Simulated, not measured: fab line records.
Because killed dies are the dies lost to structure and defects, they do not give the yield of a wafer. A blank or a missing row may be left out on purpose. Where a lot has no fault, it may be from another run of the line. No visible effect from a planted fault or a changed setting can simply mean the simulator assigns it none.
A lot that was struck, set against a sound lot -- flow n5 finfet -- 36 steps out of a route of 1938
Sound: these wafers, L623.1, L623.3, L623.6. Struck: wafers L620.2, L620.3. (L620.6 of the same lot was not struck and is left out.) The cause comes at the end.
At each step with rows: each side's tool, then ch and its chambers, then its first start. Under that, the readings that differ: sound wafers -- struck wafers -- difference of the means -- sigmas: that difference in standard deviations of wafers without a fault.
alike: same words and numbers on both sides, and readings whose means sit less than 2 such deviations apart. not compared: any withheld reading, any reading some wafer has no value for, any bound like >300 that may hide the same value, and any number with overlapping values for which the record gives no deviation.
A row with sigmas, a row that says differs or no value, or rows on one side alone: a step with any of these is where the two part. Numbers that have no deviation but don't overlap get no sigmas and don't part them. A reading missing from all wafers of one side parts the sides only when that side holds two or more wafers.

first, 9 steps without rows for these wafers: N5_BEOL_M10_ALD_74 (deposits TaN, target thk 2 nm, pulse time 2 s, purge time 3 s); N5_BEOL_M10_SURFACE_TREAT_76; N5_BEOL_M10_CVD_75 (deposits Co from CCTBA/H2, target thk 2 nm, time 138.9 s); N5_BEOL_M10_SPUTTER_48 (material Cu, target thk 12 nm, time 2 s); N5_BEOL_M10_ECD_50 (material Cu, target thk 318 nm); N5_BEOL_M10_ANNEAL_51 (time 90 s); N5_BEOL_M10_CMP_52 (polishes, stops on SiCOH lowk, t overpolish 7 s, target thk 140 nm); N5_BEOL_M10_PRE_CLEAN_55 (time 15 s); N5_BEOL_M10_DEP_56 (deposits SiCN from 3MS/NH3, target thk 15 nm, time 26.5 s).
N5_BEOL_M11_ILD_DEP_00: deposits SiCOH lowk from DEMS/porogen, target thk 308.51 nm, time 58 s.
  sound on pecvd-04 ch 0,2, day 14 12:52; struck on pecvd-03 ch 1,2, day 14 05:54
reading,sound,struck,difference,sigmas
run length s (s),101.7 100.9 101.0,109.2 109.0,+7.9,+15
model.SiCOH_lowk_of_BEOL_M11_ILD_DEP_00.thk nm (nm),307.4 304.6 306,351.2 350.6,+44.9,
  alike: heater power w, rf fwd power W, showerhead plenum p Torr, showerhead vpp V, throttle valve pct
  not compared: since wet clean h
then, 1 step without rows for these wafers: N5_BEOL_M11_CURE_71 (cures SiCOH lowk, time 240 s).
N5_BEOL_M11_THK_MEAS_01:
  sound on film metro-01 at day 14 13:27; struck on film metro-02 at day 14 06:43
reading,sound,struck,difference,sigmas
M11_ILD_THK (nm),267 265 266,306 305,+40,+11
then, 23 steps without rows for these wafers: N5_BEOL_M11_PECVD_70 (deposits SiO2 from TEOS/O2, target thk 20 nm, time 22.7 s); N5_BEOL_M11_HM_DEP_02 (deposits TiN, target thk 20 nm); N5_BEOL_M11_COAT_59 (time 60 s, resist thk 100 nm); N5_BEOL_M11_COAT_60 (time 60 s, resist thk 30 nm); N5_BEOL_M11_COAT_05 (resist thk 90 nm); N5_BEOL_M11_EBR_07; N5_BEOL_M11_SOFTBAKE_06 (time 60 s); N5_BEOL_M11_EXPOSE_08 (exposes mask M11); N5_BEOL_M11_PEB_09 (peb time 60 s); N5_BEOL_M11_DEVELOP_10 (develop time 30 s); N5_BEOL_M11_DESCUM_16 (chemistry O2, time 7.9 s); N5_BEOL_M11_ETCH_61 (etches SiARC in CF4, target depth 39 nm, time 65 s); N5_BEOL_M11_ETCH_62 (etches SOC in N2/H2, target depth 110 nm, overetch 22 nm, time 165 s); N5_BEOL_M11_STRIP_68 (strips in N2/H2); N5_BEOL_M11_STRIP_67 (strips in CF4); N5_BEOL_M11_HM_OPEN_17 (chemistry Cl2/BCl3, target TiN, target depth 20 nm, overetch 6 nm); N5_BEOL_M11_STRIP_19 (strips in O2); N5_BEOL_M11_COAT_63 (time 60 s, resist thk 100 nm); N5_BEOL_M11_COAT_64 (time 60 s, resist thk 30 nm); N5_BEOL_M11_COAT_22 (resist thk 90 nm); N5_BEOL_M11_EBR_24; N5_BEOL_M11_SOFTBAKE_23 (time 60 s); N5_BEOL_M11_EXPOSE_25 (exposes mask V10).
N5_BEOL_M11_CMP_52: polishes, stops on SiCOH lowk, t overpolish 7 s, target thk 140 nm.
  sound on cmp-01 ch 0,2, day 14 19:19; struck on cmp-01 ch 0,2, day 14 13:05
reading,sound,struck,difference,sigmas
model.SiCOH_lowk_of_BEOL_M11_ILD_DEP_00.thk nm (nm),264 261.6 262.8,302.8 302.2,+39.7,
  alike: motor current A

WHERE THEY PART
Earliest at N5_BEOL_M11_ILD_DEP_00; latest, in this record, at N5_BEOL_M11_THK_MEAS_01. Later steps at which nothing parts them and some readings are alike: N5_BEOL_M11_CMP_52.

WHY: what the simulator had put in
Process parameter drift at N5_BEOL_M11_ILD_DEP_00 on pecvd-03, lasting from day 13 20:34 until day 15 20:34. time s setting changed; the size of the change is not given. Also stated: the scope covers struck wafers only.
